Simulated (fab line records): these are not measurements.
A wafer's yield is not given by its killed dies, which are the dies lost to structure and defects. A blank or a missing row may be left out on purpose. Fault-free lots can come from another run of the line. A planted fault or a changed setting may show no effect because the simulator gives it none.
fab line records	flow n5Finfet
[record] lots = 6	wafers = 18	lastDay = 17
route steps=1938 shown BEOL_M5@1140 PASSIVATION@1936
lots with no fault: from the same line, run without faults
startH: hours from the record's first day to the start of the lot's first wafer shown	waitH: time in hours since the lot's previous step	" identical to the entry in the row above	L1.1+2: several wafers, shown together as one row	- either no value or no given start	* or withheld: withheld	< > ~ a bound
route shown NAME@n: NAME is a module with steps in the file, n the number in the route of the first one	usual: the fault-free wafers' mean and standard deviation	same: alike in all rows	chamber/n: place in a boat	sites: per-site readings	_std_site: how widely they spread, as a standard deviation	_edge_site: mean of outer sites minus mean of inner sites	radiusMm: for every site, how far away it sits from the centre of the wafer	mask NAME#n: copy n	behind: the most recent tool/chamber to have shaped the wafer	hold: cause of the lot's hold/its duration in hours/its outcome	device: which transistor (n, p or np) failed to switch	end of line: tests of these same wafers at the route's end	a step given without rows: its recipe and nothing more	killed: not the wafer's yield, but the dies lost to structure and defects at the first sort	map: per-die view of a wafer (x killed, . not killed, _ where there is no die)
set.NAME: the setting as run; set.NAME@STEP: as run at that earlier step	model.NAME: the simulator's own value behind a step, which no gauge read
certain route steps with their lots: each step a table, each wafer a row
services: from which hour (startH, from the record's first day; less than 0 if before it) a tool's chamber was out of use, for how many hours, and why
[[steps]]
[step N5_BEOL_M5_COAT_66]
[recipe] resist = SiARC	tempC = 220	timeS = 60	spinRpm = 1500	resistThkNm = 12
[step N5_BEOL_M5_COAT_74]
[recipe] resist = underlayer	tempC = 205	timeS = 60	spinRpm = 1500	resistThkNm = 5
[step N5_BEOL_M5_COAT_22]
[recipe] resist = CAR-EUV	spinRpm = 1500	resistThkNm = 30
[step N5_BEOL_M5_EBR_24]
[recipe] solvent = PGMEA	ebrWidthMm = 1.5
[step N5_BEOL_M5_SOFTBAKE_23]
[recipe] tempC = 110	timeS = 60	resist = CAR-EUV
[step N5_BEOL_M5_EXPOSE_25]
[recipe] maskId = V4	na = 0.33	sourceShape = quasar	sigmaInner = 0.2	sigmaOuter = 0.6	polarization = unpolarized	defocusNm = 10	doseMj = 52.75
[step N5_BEOL_M5_PEB_26]
[recipe] pebTempC = 100	pebTimeS = 60	resist = CAR-EUV
[step N5_BEOL_M5_DEVELOP_27]
[recipe] developTimeS = 30	developer = TMAH	resist = CAR-EUV	rinseLiquid = surfactantRinse	dry = airSpin	devTempC = 23
[step N5_BEOL_M5_CD_MEAS_28]
[recipe] targetCdNm = 30.6	landingEnergyEv = 500	detector = seInlens	targetCdYNm = 20	polarity = opening
[usual] cdNm = 30.50/0.29
lot.wafer	tool	chamber	startH	waitH	cdNm
L107.2	cdSem-03	0	214.75	-	30.57
L107.3	"	0	"	"	30.42
L107.5	"	0	"	"	30.36
L109.1	cdSem-03	0	214.80	-	30.57
L109.5	"	0	"	"	30.35
L109.6	"	0	"	"	29.93
L111.1	cdSem-03	0	240.30	-	31.19
L111.4	"	0	"	"	31.23
L111.6	"	0	"	"	31.45
L119.2	cdSem-01	0	275.29	-	30.36
L119.3	"	0	"	"	30.34
L119.6	"	0	"	"	30.75
L118.2	cdSem-03	0	275.38	-	30.52
L118.3	"	0	"	"	30.65
L118.6	"	0	"	"	30.70
L124.1	cdSem-02	0	316.72	-	30.32
L124.4	"	0	"	"	29.96
L124.5	"	0	"	"	30.73
[step N5_BEOL_M5_OVL_MEAS_29]
[recipe] pointsPerWafer = 522
[usual] V4_OVL = -0.2/0.61
lot.wafer	tool	chamber	startH	waitH	V4_OVL[nm]
L107.2	overlay-02	0	214.85	0.1	0.5
L107.3	"	0	"	"	0.7
L107.5	"	0	"	"	0.6
L109.1	overlay-02	0	214.92	0.1	0.3
L109.5	"	0	"	"	-0.9
L109.6	"	0	"	"	-1.0
L111.1	overlay-02	0	240.33	0.0	-1.2
L111.4	"	0	"	"	0.2
L111.6	"	0	"	"	-0.1
L119.2	overlay-01	0	275.33	0.0	-0.8
L119.3	"	0	"	"	-0.8
L119.6	"	0	"	"	-1.5
L118.2	overlay-02	0	275.42	0.0	-0.1
L118.3	"	0	"	"	-1.1
L118.6	"	0	"	"	0.5
L124.1	overlay-01	0	316.75	0.0	-0.4
L124.4	"	0	"	"	-0.9
L124.5	"	0	"	"	-0.9
[step N5_BEOL_M5_INSPECT_30]
[recipe] mode = adi	inspectInstrument = brightfield
[usual] rawDefectCount = 438/100
lot.wafer	tool	chamber	startH	waitH	rawDefectCount
L107.2	defectInspect-02	-	214.90	0.0	488
L107.3	"	-	"	"	407
L107.5	"	-	"	"	472
L109.1	defectInspect-02	-	214.98	0.1	490
L109.5	"	-	"	"	477
L109.6	"	-	"	"	347
L111.1	defectInspect-01	-	240.39	0.1	492
L111.4	"	-	"	"	285
L111.6	"	-	"	"	487
L119.2	defectInspect-02	-	275.38	0.0	474
L119.3	"	-	"	"	429
L119.6	"	-	"	"	285
L118.2	defectInspect-01	-	275.47	0.0	376
L118.3	"	-	"	"	317
L118.6	"	-	"	"	401
L124.1	defectInspect-02	-	316.81	0.1	393
L124.4	"	-	"	"	417
L124.5	"	-	"	"	337
[step N5_BEOL_M5_DESCUM_33]
[recipe] chemistry = O2	timeS = 7	sourcePowerW = 50	biasPowerW = 20	pressureMtorr = 20	rfFrequencyHz = 2.712e+07	tempC = 40	resist = CAR-EUV	o2FlowSccm = 225
[usual] drypumpMotorCurrentA = 5.8/0.39	oesProductAu = 0.80/0.095	rfVppV = 243.5/1.3	showerheadPlenumPTorr = 2.11/0.069	throttleValvePct = 20.45/0.17
lot.wafer	tool	chamber	startH	waitH	drypumpMotorCurrentA	oesProductAu	rfHoursCounterH	rfVppV	showerheadPlenumPTorr	throttleValvePct
L107.2	rieDiel-02	3	214.93	0.0	6.3	0.89	39	244.7	2.23	20.42
L107.3	"	2	"	"	6.2	0.68	222	244.0	2.06	20.33
L107.5	"	3	"	"	6.3	0.90	-	245.8	2.23	20.42
L109.1	rieDiel-05	0	215.43	0.4	6.1	0.69	224	244.4	2.15	20.53
L109.5	"	0	"	"	6.1	0.68	-	244.3	2.15	20.52
L109.6	"	1	"	"	6.0	0.73	-	242.3	2.08	20.40
L111.1	rieDiel-05	2	240.64	0.3	5.0	0.73	191	241.0	2.00	20.36
L111.4	"	0	"	"	6.1	0.69	-	243.6	2.15	20.53
L111.6	"	1	"	"	6.0	0.74	-	242.2	2.08	20.42
L119.2	rieDiel-02	0	275.49	0.1	5.5	0.73	192	244.3	2.16	20.88
L119.3	"	2	"	"	6.2	0.67	241	242.5	2.06	20.33
L119.6	"	0	"	"	5.5	0.73	-	244.5	2.15	20.88
L118.2	rieDiel-05	2	275.70	0.2	5.0	0.73	204	240.9	1.99	20.38
L118.3	"	0	"	"	6.1	0.68	242	245.9	2.15	20.54
L118.6	"	3	"	"	5.8	0.97	-	244.6	2.14	20.36
L124.1	rieDiel-01	1	316.84	0.0	5.8	0.87	32	244.7	2.15	20.56
L124.4	"	3	"	"	5.8	0.80	98	242.8	2.10	20.43
L124.5	"	1	"	"	5.8	0.87	-	244.6	2.15	20.54
[step N5_BEOL_M5_ETCH_75]
[recipe] chemistry = N2/H2	target = underlayer	targetDepthA = 65	maskMaterial = CAR-EUV	timeS = 5.2	ionEnergyEv = 200	pressureMtorr = 30	sourceW = 840	biasW = 150	n2FlowSccm = 200	h2FlowSccm = 200	ends = cleared
[usual] drypumpMotorCurrentA = 5.8/0.39	etchRfOnTimeS = 5.20/0.12	oesProductAu = 0.68/0.08	rfVppV = 524.7/2.7	showerheadPlenumPTorr = 2.57/0.086	throttleValvePct = 17.85/0.21
lot.wafer	tool	chamber	startH	waitH	drypumpMotorCurrentA	etchRfOnTimeS	oesProductAu	rfHoursCounterH	rfVppV	showerheadPlenumPTorr	throttleValvePct
L107.2	rieDiel-02	3	214.97	0.0	6.3	5.02	0.77	39	526.3	2.70	17.79
L107.3	"	2	"	"	6.2	5.31	0.58	222	520.2	2.52	17.86
L107.5	"	3	"	"	6.3	5.05	0.77	-	529.8	2.70	17.81
L109.1	rieDiel-05	0	215.46	0.0	6.1	5.39	0.58	224	525.5	2.61	18.10
L109.5	"	0	"	"	6.1	5.39	0.58	-	527.1	2.61	18.04
L109.6	"	1	"	"	6.0	5.18	0.64	-	523.1	2.53	17.77
L111.1	rieDiel-05	2	240.68	0.0	5.0	5.09	0.63	191	521.3	2.41	17.65
L111.4	"	0	"	"	6.1	6.32	0.53	-	524.6	2.61	18.09
L111.6	"	1	"	"	6.0	5.12	0.64	-	523.1	2.53	17.78
L119.2	rieDiel-02	0	275.52	0.0	5.5	5.39	0.61	192	525.0	2.63	18.29
L119.3	"	2	"	"	6.2	5.39	0.57	241	524.6	2.52	17.90
L119.6	"	0	"	"	5.5	5.41	0.60	-	526.7	2.63	18.31
L118.2	rieDiel-05	2	275.74	0.0	5.0	5.91	0.57	204	520.7	2.40	17.67
L118.3	"	0	"	"	6.1	5.36	0.57	242	528.3	2.61	18.10
L118.6	"	3	"	"	5.8	5.10	0.82	-	526.8	2.59	17.64
L124.1	rieDiel-01	1	316.88	0.0	5.8	5.32	0.74	32	525.6	2.61	17.93
L124.4	"	3	"	"	5.8	5.22	0.69	98	526.6	2.55	17.86
L124.5	"	1	"	"	5.8	5.31	0.73	-	525.5	2.61	17.91
[step N5_BEOL_M5_ETCH_67]
[recipe] chemistry = CF4	target = SiARC	targetDepthA = 156	maskMaterial = CAR-EUV	timeS = 26	ionEnergyEv = 80	pressureMtorr = 40	sourceW = 545	biasW = 36	Ar_flow_sccm = 100	cf4FlowSccm = 100	ends = cleared
[usual] drypumpMotorCurrentA = 5.8/0.39	etchRfOnTimeS = 26.0/0.52	oesProductAu = 0.68/0.082	rfVppV = 184.3/1	showerheadPlenumPTorr = 2.17/0.063	throttleValvePct = 15.65/0.19
lot.wafer	tool	chamber	startH	waitH	drypumpMotorCurrentA	etchRfOnTimeS	oesProductAu	rfHoursCounterH	rfVppV	showerheadPlenumPTorr	throttleValvePct
L107.2	rieDiel-02	3	214.98	0.0	6.3	24.9	0.77	39	185.8	2.25	15.41
L107.3	"	2	"	"	6.2	26.5	0.58	222	184.1	2.12	15.61
L107.5	"	3	"	"	6.3	25.0	0.77	-	186.4	2.25	15.41
L109.1	rieDiel-05	0	215.48	0.0	6.1	27.0	0.58	224	184.5	2.22	15.89
L109.5	"	0	"	"	6.1	26.9	0.57	-	183.2	2.22	15.87
L109.6	"	1	"	"	6.0	26.3	0.64	-	184.2	2.14	15.63
L111.1	rieDiel-05	2	240.70	0.0	5.0	25.7	0.63	191	182.5	2.05	15.57
L111.4	"	0	"	"	6.1	26.6	0.59	-	184.1	2.21	15.88
L111.6	"	1	"	"	6.0	26.2	0.64	-	183.4	2.14	15.67
L119.2	rieDiel-02	0	275.54	0.0	5.5	26.8	0.61	192	184.5	2.21	16.05
L119.3	"	2	"	"	6.2	26.6	0.57	241	184.8	2.11	15.66
L119.6	"	0	"	"	5.5	26.9	0.61	-	184.3	2.21	16.09
L118.2	rieDiel-05	2	275.75	0.0	5.0	25.5	0.62	204	183.0	2.05	15.60
L118.3	"	0	"	"	6.1	26.6	0.57	242	184.8	2.21	15.92
L118.6	"	3	"	"	5.8	25.9	0.81	-	185.8	2.19	15.44
L124.1	rieDiel-01	1	316.89	0.0	5.8	26.0	0.75	32	184.2	2.19	15.63
L124.4	"	3	"	"	5.8	26.0	0.69	98	183.2	2.16	15.73
L124.5	"	1	"	"	5.8	26.4	0.74	-	184.7	2.19	15.60
[step N5_PASSIVATION_PROBE_49]
[usual] defectLimitedYield = 91.2/1.4	killed_at_M0_to_M3 = 34/9.4	killed_at_M4_up = 14/5.6	killedAtContacts = 13/7.8	killedAtFrontEnd = 37/10	killedAtOther = 4/3.3	killedDies = 103/17	killedOpen = 68/13	killedShort = 33/8.2	sort_bin_5_function = 5.1/0.92	sort_bin_6_memory = 3.3/0.71	sort_bin_8_speed = 0.01/0.043	sortNPass = 1077/17	sortYieldPct = 91.2/1.4
[same] grossDies = 1180	killedAtBackSide = 0	sort_bin_4_leakage[%] = 0
lot.wafer	tool	chamber	startH	waitH	defectLimitedYield[%]	killed_at_M0_to_M3	killed_at_M4_up	killedAtContacts	killedAtFrontEnd	killedAtOther	killedDies	killedOpen	killedShort	sort_bin_5_function[%]	sort_bin_6_memory[%]	sort_bin_8_speed[%]	sortNPass	sortYieldPct[%]
L109.1	prober-02	-	309.04	0.0	87.3	29	23	24	70	4	150	97	53	6.7	5.3	0	1030	87.3
L109.5	prober-02	-	309.24	0.2	90.8	34	25	10	38	2	109	69	40	5.0	3.6	0	1071	90.8
L109.6	prober-02	-	309.29	0.3	90.8	28	19	11	44	6	108	65	43	4.7	3.9	0	1072	90.8
L107.2	prober-02	-	318.11	0.1	90.6	23	21	12	54	1	111	83	28	5.3	3.8	0	1069	90.6
L107.3	prober-02	-	318.16	0.1	91.5	18	14	11	57	0	100	72	26	4.8	3.2	0	1080	91.5
L107.5	prober-02	-	318.26	0.2	92.5	30	16	0	42	0	88	56	27	4.0	2.6	0.17	1090	92.4
L111.1	prober-01	-	342.57	0.0	90.2	25	20	12	58	1	116	82	31	5.7	4.0	0	1064	90.2
L111.4	prober-01	-	342.72	0.2	91.9	44	12	9	26	4	95	62	31	4.6	3.1	0	1085	91.9
L111.6	prober-01	-	342.82	0.3	90.5	27	21	15	45	4	112	77	31	5.8	3.3	0	1068	90.5
L118.2	prober-01	-	381.64	0.1	90.8	35	10	21	40	2	108	74	34	5.8	3.0	0	1072	90.8
L118.3	prober-01	-	381.69	0.1	94.9	18	9	11	17	5	60	38	17	3.3	1.4	0	1120	94.9
L118.6	prober-01	-	381.84	0.3	90.4	32	7	33	34	7	113	76	34	5.6	3.5	0	1067	90.4
L119.2	prober-02	-	383.00	0.1	90.8	34	13	4	55	3	109	69	37	5.2	3.7	0	1071	90.8
L119.3	prober-02	-	383.05	0.1	90.4	34	14	19	39	7	113	77	35	5.9	3.2	0	1067	90.4
L119.6	prober-02	-	383.20	0.3	91.1	37	3	21	37	7	105	67	37	5.2	3.4	0	1075	91.1
L124.1	prober-02	-	412.84	0.0	91.7	40	9	11	34	4	98	55	35	3.9	3.6	0	1082	91.7
L124.4	prober-02	-	412.99	0.2	93.2	32	14	7	22	5	80	51	28	4.1	2.4	0	1100	93.2
L124.5	prober-02	-	413.04	0.2	92.9	29	19	9	24	3	84	58	26	4.5	2.5	0	1096	92.9
// killed by level:class
L109.1 STI_FIN_REVEAL:geometricParticle:open=21 FIN_SAQP:geometricParticle:short=18 MOL_CONTACT_COAG:geometricParticle:open=18 FIN_SAQP:geometricParticle:open=12 BEOL_M4:geometricParticle:open=11 BEOL_M4:geometricParticle:short=8 BEOL_M0_SAQP:geometricParticle:open=7 MOL_CONTACT_COAG:geometricParticle:short=6
L109.5 BEOL_M4:geometricParticle:open=12 MOL_CONTACT_COAG:geometricParticle:open=9 BEOL_M0_SAQP:geometricParticle:short=9 FIN_SAQP:geometricParticle:short=8 STI_FIN_REVEAL:geometricParticle:open=8 BEOL_M2:geometricParticle:open=7 BEOL_M0_SAQP:geometricParticle:open=6 STARTING-WAFER:geometricParticle:short=6
L109.6 BEOL_M0_SAQP:geometricParticle:short=12 BEOL_M4:geometricParticle:open=12 STI_FIN_REVEAL:geometricParticle:open=11 FIN_SAQP:geometricParticle:open=9 MOL_CONTACT_COAG:geometricParticle:open=8 FIN_SAQP:geometricParticle:short=6 BEOL_M1:geometricParticle:open=5 STARTING-WAFER:geometricParticle:open=5
L107.2 STI_FIN_REVEAL:geometricParticle:open=25 BEOL_M4:geometricParticle:open=11 MOL_CONTACT_COAG:geometricParticle:open=8 BEOL_M3:geometricParticle:open=7 BEOL_M0:geometricParticle:open=6 DUMMY_GATE:geometricParticle:open=6 ILD0:geometricParticle:short=5 BEOL_M1:geometricParticle:open=5
L107.3 STI_FIN_REVEAL:geometricParticle:open=26 MOL_CONTACT_COAG:geometricParticle:open=10 FIN_SAQP:geometricParticle:open=5 FIN_SAQP:geometricParticle:short=5 BEOL_M1:geometricParticle:open=5 DUMMY_GATE:geometricParticle:open=4 BEOL_M2:geometricParticle:open=4 BEOL_M4:geometricParticle:short=4
L107.5 STI_FIN_REVEAL:geometricParticle:open=10 BEOL_M4:geometricParticle:open=7 FIN_SAQP:geometricParticle:short=6 BEOL_M2:geometricParticle:open=6 BEOL_M1:geometricParticle:open=5 HKMG_FIN:areaEtch=5 FIN_SAQP:geometricParticle:open=4 BEOL_M3:geometricParticle:short=4
L111.1 MOL_CONTACT_COAG:geometricParticle:open=11 FIN_SAQP:geometricParticle:short=10 FIN_SAQP:geometricParticle:open=9 STI_FIN_REVEAL:geometricParticle:open=9 GATE_CUT:geometricParticle:open=8 BEOL_M4:geometricParticle:open=8 BEOL_M2:geometricParticle:open=6 GATE_CUT:geometricParticle:short=5
L111.4 BEOL_M3:geometricParticle:open=12 BEOL_M0_SAQP:geometricParticle:open=11 FIN_SAQP:geometricParticle:short=9 BEOL_M0_SAQP:geometricParticle:short=9 MOL_CONTACT_COAG:geometricParticle:open=9 BEOL_M2:geometricParticle:open=7 FIN_SAQP:geometricParticle:open=5 BEOL_M4:geometricParticle:open=4
L111.6 MOL_CONTACT_COAG:geometricParticle:open=12 STI_FIN_REVEAL:geometricParticle:open=11 BEOL_M3:geometricParticle:open=8 BEOL_M4:geometricParticle:open=8 FIN_SAQP:geometricParticle:short=6 FIN_SAQP:geometricParticle:open=5 BEOL_M2:geometricParticle:open=5 BEOL_M0_SAQP:geometricParticle:open=4
L118.2 MOL_CONTACT_COAG:geometricParticle:open=17 STI_FIN_REVEAL:geometricParticle:open=11 BEOL_M1:geometricParticle:open=9 BEOL_M3:geometricParticle:open=8 BEOL_M0_SAQP:geometricParticle:short=5 FIN_SAQP:geometricParticle:open=4 FIN_SAQP:geometricParticle:short=4 MOL_CONTACT_COAG:geometricParticle:short=4
L118.3 MOL_CONTACT_COAG:geometricParticle:open=9 BEOL_M3:geometricParticle:open=7 FIN_SAQP:geometricParticle:open=3 BEOL_M0_SAQP:geometricParticle:short=3 HKMG_FIN:areaEtch=3 FIN_SAQP:geometricParticle:short=2 STI_FIN_REVEAL:geometricParticle:open=2 DUMMY_GATE:geometricParticle:open=2
L118.6 MOL_CONTACT_COAG:geometricParticle:open=25 FIN_SAQP:geometricParticle:short=10 MOL_CONTACT_COAG:geometricParticle:short=8 BEOL_M0_SAQP:geometricParticle:open=8 BEOL_M3:geometricParticle:open=7 FIN_SAQP:geometricParticle:open=6 STI_FIN_REVEAL:geometricParticle:open=6 BEOL_M1:geometricParticle:open=6
L119.2 BEOL_M3:geometricParticle:open=14 STI_FIN_REVEAL:geometricParticle:open=13 FIN_SAQP:geometricParticle:short=10 FIN_SAQP:geometricParticle:open=9 GATE_CUT:geometricParticle:short=4 BEOL_M3:geometricParticle:short=4 STARTING-WAFER:geometricParticle:open=4 STI_FIN_REVEAL:geometricParticle:short=3
L119.3 MOL_CONTACT_COAG:geometricParticle:open=14 BEOL_M3:geometricParticle:open=11 FIN_SAQP:geometricParticle:open=9 FIN_SAQP:geometricParticle:short=8 STI_FIN_REVEAL:geometricParticle:open=8 BEOL_M2:geometricParticle:open=5 MOL_CONTACT_COAG:geometricParticle:short=5 BEOL_M0_SAQP:geometricParticle:short=4
L119.6 MOL_CONTACT_COAG:geometricParticle:open=15 STI_FIN_REVEAL:geometricParticle:open=10 BEOL_M0:geometricParticle:short=9 FIN_SAQP:geometricParticle:open=8 BEOL_M2:geometricParticle:open=8 BEOL_M3:geometricParticle:open=8 FIN_SAQP:geometricParticle:short=6 MOL_CONTACT_COAG:geometricParticle:short=6
L124.1 BEOL_M0_SAQP:geometricParticle:short=13 BEOL_M0_SAQP:geometricParticle:open=12 MOL_CONTACT_COAG:geometricParticle:open=10 HKMG_FIN:areaEtch=8 BEOL_M4:geometricParticle:open=6 STI_FIN_REVEAL:geometricParticle:open=5 FIN_SAQP:geometricParticle:open=4 ILD0:geometricParticle:open=3
L124.4 BEOL_M0_SAQP:geometricParticle:open=11 BEOL_M0_SAQP:geometricParticle:short=9 BEOL_M4:geometricParticle:open=8 MOL_CONTACT_COAG:geometricParticle:open=7 BEOL_M3:geometricParticle:open=7 FIN_SAQP:geometricParticle:short=4 PASS1_CAP:geometricParticle:short=4 STARTING-WAFER:geometricParticle:open=4
L124.5 BEOL_M4:geometricParticle:open=10 BEOL_M0_SAQP:geometricParticle:open=9 BEOL_M0_SAQP:geometricParticle:short=8 MOL_CONTACT_COAG:geometricParticle:open=7 FIN_SAQP:geometricParticle:open=5 STI_FIN_REVEAL:geometricParticle:open=4 GATE_CUT:geometricParticle:open=4 BEOL_M1:geometricParticle:open=4
[[services]]
tool	chamber	startH	hours	kind
rieDiel-02	1	203.82	16.6	repair
rieDiel-01	3	205.00	4.9	repair
rieDiel-05	0	227.75	9.5	repair
rieDiel-05	3	237.47	-	clean
rieDiel-05	3	237.47	-	consumableReplace:focusRing
rieDiel-05	3	237.47	25.4	scheduledDown
rieDiel-05	3	237.47	25.4	ventCycle
rieDiel-01	3	252.29	4.1	repair
rieDiel-02	-	263.90	1.7	repair
rieDiel-05	0	306.85	-	clean
rieDiel-05	0	306.85	-	consumableReplace:focusRing
rieDiel-05	0	306.85	23.4	scheduledDown
rieDiel-05	0	306.85	23.4	ventCycle
rieDiel-01	0	309.55	5.6	repair
rieDiel-02	2	313.40	-	clean
rieDiel-02	2	313.40	-	consumableReplace:focusRing
rieDiel-02	2	313.40	18.2	scheduledDown
rieDiel-02	2	313.40	18.2	ventCycle
[[key]]
[firstSign] step = N5_BEOL_M5_ETCH_75	reading = etchRfOnTimeS	direction = up	sigmas = 7.7	usual = *	struck = *
effect none on later readings
metAt N5_BEOL_M5_ETCH_75
struckWafers L111.4,L118.2
onsetBetween 215.46 240.68
[fault] kind = processParameterDrift	tool = rieDiel-05	chamber = -	onsetH = 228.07	steps = N5_BEOL_M5_ETCH_75	channel = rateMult	offset = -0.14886	shape = step	endH = 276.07	scope = struckWafersOnly
